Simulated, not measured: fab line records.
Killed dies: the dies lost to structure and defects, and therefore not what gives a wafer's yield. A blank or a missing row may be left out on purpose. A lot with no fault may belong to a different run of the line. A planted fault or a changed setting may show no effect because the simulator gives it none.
Which tool is to blame? :: flow nand-harc :: 12 lots with 36 wafers sampled at 2 steps, on a route of 1302 steps

WHAT EACH GAUGE READ, for each wafer
NHARC_P_BONDPAD_OVL_MEAS_38.
lot: L075
measured: day 7 05:10
on: overlay-02
overlay-x-nm (nm): -1 0 0

lot: L077
measured: day 7 18:39
on: overlay-02
overlay-x-nm (nm): -1 -1 -1

lot: L079
measured: day 8 14:34
on: overlay-02
overlay-x-nm (nm): 10 11 10

lot: L081
measured: day 9 09:58
on: overlay-02
overlay-x-nm (nm): 3 3 3

lot: L083
measured: day 10 08:47
on: overlay-01
overlay-x-nm (nm): -3 -3 -3

lot: L085
measured: day 11 04:30
on: overlay-02
overlay-x-nm (nm): -5 -4 -5

lot: L087
measured: day 11 20:55
on: overlay-02
overlay-x-nm (nm): 5 6 6

lot: L088
measured: day 12 21:22
on: overlay-01
overlay-x-nm (nm): 5 5 5

lot: L091
measured: day 13 12:44
on: overlay-01
overlay-x-nm (nm): -8 -8 -7

lot: L093
measured: day 14 12:15
on: overlay-02
overlay-x-nm (nm): -8 -8 -8

lot: L095
measured: day 15 07:47
on: overlay-01
overlay-x-nm (nm): 4 4 4

lot: L097
measured: day 16 00:37
on: overlay-02
overlay-x-nm (nm): -1 -1 0

EACH LOT AND THE TOOL THAT RAN IT (in order: tool; ch and the chambers of the sampled wafers; start)
lot: L075
NHARC_P_M2_PRE_CLEAN_30: pvd-sputter-02, day 7 05:10 or earlier

lot: L077
NHARC_P_M2_PRE_CLEAN_30: pvd-sputter-03, day 7 18:39 or earlier

lot: L079
NHARC_P_M2_PRE_CLEAN_30: pvd-sputter-01, day 8 14:34 or earlier

lot: L081
NHARC_P_M2_PRE_CLEAN_30: pvd-sputter-03, day 9 09:58 or earlier

lot: L083
NHARC_P_M2_PRE_CLEAN_30: pvd-sputter-03, day 10 08:47 or earlier

lot: L085
NHARC_P_M2_PRE_CLEAN_30: pvd-sputter-01, day 11 04:30 or earlier

lot: L087
NHARC_P_M2_PRE_CLEAN_30: pvd-sputter-03, day 11 20:55 or earlier

lot: L088
NHARC_P_M2_PRE_CLEAN_30: pvd-sputter-01, day 12 21:22 or earlier

lot: L091
NHARC_P_M2_PRE_CLEAN_30: pvd-sputter-02, day 13 12:44 or earlier

lot: L093
NHARC_P_M2_PRE_CLEAN_30: pvd-sputter-01, day 14 12:15 or earlier

lot: L095
NHARC_P_M2_PRE_CLEAN_30: pvd-sputter-02, day 15 07:47 or earlier

lot: L097
NHARC_P_M2_PRE_CLEAN_30: pvd-sputter-02, day 16 00:37 or earlier
- NHARC_P_M2_PRE_CLEAN_30: time 30 s.

THE ANSWER, worked out from the rows above alone
Rule: the usual values come from the lots themselves. Put in order of their means at a reading, lots are off if they are a third of the lots or fewer, leave a main group of 4 or more, and stand apart from it by a gap of 3 or more times the standard deviation of the main group's means; of several such gaps the widest counts. A main group whose means are all the same, to the digits that the tables above print for the reading, isn't used. Also off: a lot with no number at a reading for which 4 or more lots have one. The other lots that the step has rows for count as sound.
Nothing can be told from this: no lot is off at any reading shown.

WHAT HAD BEEN PUT IN BY THE SIMULATOR
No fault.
